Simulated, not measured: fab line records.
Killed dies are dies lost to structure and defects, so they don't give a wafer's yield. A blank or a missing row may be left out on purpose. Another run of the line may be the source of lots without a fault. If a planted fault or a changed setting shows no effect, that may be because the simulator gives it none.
Matching of chambers    flow n5Finfet    rieDiel-01 running N5_FIN_SAQP_STRIP_55: 4 sister chambers
The step strips in N2/H2. 8 wafers are shown with their chamber, then 8 later ones without.

## EACH WAFER AND ITS CHAMBER
wafer   chamber  showerheadPlenumPTorr (Torr)  drypumpMotorCurrentA (A)
L078.4  3        3.37                          6.5
L082.3  0        3.60                          6.2
L083.2  0        3.60                          6.2
L083.5  1        3.32                          5.9
L086.3  2        3.38                          5.6
L086.5  1        3.31                          6.0
L086.6  2        3.38                          5.6
L091.3  3        3.36                          6.5

## WAFERS WHOSE CHAMBER IS MISSING
wafer   showerheadPlenumPTorr (Torr)  drypumpMotorCurrentA (A)
L091.4  3.59                          6.2
L091.6  3.37                          5.6
L093.1  3.59                          6.2
L093.3  3.36                          6.5
L093.6  3.31                          6.0
L094.1  3.59                          6.2
L094.3  3.35                          6.5
L094.4  3.31                          6.0

## THE CHAMBER EACH PASSED THROUGH
wafer   from the rows above  in truth
L091.4  0                    0
L091.6  2                    2
L093.1  0                    0
L093.3  3                    3
L093.6  1                    1
L094.1  0                    0
L094.3  3                    3
L094.4  1                    1
Correct placement for 8 of the 8. Left unplaced by these rows: 0. Number placed wrongly: 0.
How it was worked out, from the rows above alone: a wafer's distance from a chamber is the root of the sum, over the readings, of the square of ((its reading less the chamber's mean) divided by the reading's scatter). If the next closest chamber is less than 2 further off than the closest, the wafer can't be placed; otherwise it belongs to the closest. Each chamber's mean is taken over the wafers shown for it. The scatter: take each reading less its chamber's mean, square it, sum over the shown wafers, divide by the number of wafers less the number of chambers, and take the root.
